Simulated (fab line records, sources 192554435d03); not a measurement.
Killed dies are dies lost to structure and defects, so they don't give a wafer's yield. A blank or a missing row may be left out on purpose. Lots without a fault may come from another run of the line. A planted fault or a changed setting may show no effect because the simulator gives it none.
A struck lot beside a sound one | flow n5_finfet | 15 steps out of a route of 1938
Sound: wafers L417.2, L417.3, L417.4. Struck: wafers L426.4, L426.5. (L426.6 of the same lot was not struck and is left out.) The cause comes at the end.
At each step with rows: each side's tool, then ch and its chambers, then its first start. Under that, the readings that differ: sound wafers | struck wafers | difference of the means | sigmas: that difference in standard deviations of wafers without a fault.
alike: readings whose means differ by less than 2 such deviations, and words and numbers that are the same on both sides. not compared: withheld readings, readings that some wafer has no value for, bounds like >300 that may hide the same value, and numbers for which the record gives no deviation and whose values overlap.
The two part at a step that has a row with sigmas, a row that says differs or no value, or rows on one side only. Numbers that don't overlap but have no deviation are shown without sigmas and don't part them. A reading that every wafer of one side lacks parts them only if that side has two wafers or more.

N5_BEOL_M11_THK_MEAS_53: measures by xrf.
  sound on film_metro-01, day 12 19:29; struck on film_metro-02, day 15 00:00
  reading      | sound       | struck  | difference | sigmas
  M11_THK (nm) | 134 141 131 | 144 143 | +8         | +2
then, 1 step without rows for these wafers: N5_BEOL_M11_PRE_CLEAN_55 (time 15 s).
N5_BEOL_M11_DEP_56: deposits SiCN from 3MS/NH3, target thk 30 nm, time 10.5 s.
  sound on pecvd-02 ch 1,2, day 12 19:32; struck on pecvd-04 ch 1,2, day 15 00:04
  alike: rf_fwd_power_W, showerhead_plenum_p_Torr, throttle_valve_pct
  not compared: since_wet_clean_h
N5_BEOL_M11_RS_MEAS_57: measures by four-point-probe.
  sound on film_metro-02, day 12 19:36; struck on film_metro-01, day 15 00:07
  reading         | sound             | struck      | difference | sigmas
  M11_RS (ohm/sq) | 0.156 0.148 0.160 | 0.145 0.146 | -0.009     | -2
N5_BEOL_M11_INSPECT_58: inspects for defects (darkfield).
  sound on defect_inspect-01, day 12 19:38; struck on defect_inspect-01, day 15 00:09
  alike: raw_defect_count
N5_BEOL_M12_ILD_DEP_00: deposits SiOC from DEMS/O2, target thk 658.92 nm, time 130.7 s.
  sound on pecvd-03 ch 0,2, day 12 19:40; struck on pecvd-01 ch 1,2, day 15 00:14
  alike: heater_power_w, rf_fwd_power_W, showerhead_plenum_p_Torr, susceptor_temp_C, throttle_valve_pct
  not compared: since_wet_clean_h
N5_BEOL_M12_THK_MEAS_01:
  sound on film_metro-02, day 12 19:51; struck on film_metro-02, day 15 00:19
  alike: M12_ILD_THK
then, 5 steps without rows for these wafers: N5_BEOL_M12_COAT_58 (time 60 s, resist thk 89 nm); N5_BEOL_M12_COAT_04 (resist thk 400 nm); N5_BEOL_M12_EBR_06; N5_BEOL_M12_SOFTBAKE_05 (time 60 s); N5_BEOL_M12_EXPOSE_07 (exposes mask V11).
N5_BEOL_M12_PEB_08: peb time 90 s.
  sound on litho_track-02 ch 0, day 12 20:02; struck on litho_track-02 ch 0, day 15 00:38
  reading                  | sound                | struck      | difference                    | sigmas
  heater_power_total_W (W) | 173.3 171.9 173.0    | 180.5 181.7 | +8.4                          | +11
  plate_temp_C (C)         | 130.11 129.94 129.80 | - -         | no value on the struck wafers |
then, 2 steps without rows for these wafers: N5_BEOL_M12_DEVELOP_09 (develop time 45 s); N5_PASSIVATION_PROBE_49.

WHERE THEY PART
First at N5_BEOL_M11_THK_MEAS_53; last, within this record, at N5_BEOL_M12_PEB_08.

WHY: what the simulator had put in
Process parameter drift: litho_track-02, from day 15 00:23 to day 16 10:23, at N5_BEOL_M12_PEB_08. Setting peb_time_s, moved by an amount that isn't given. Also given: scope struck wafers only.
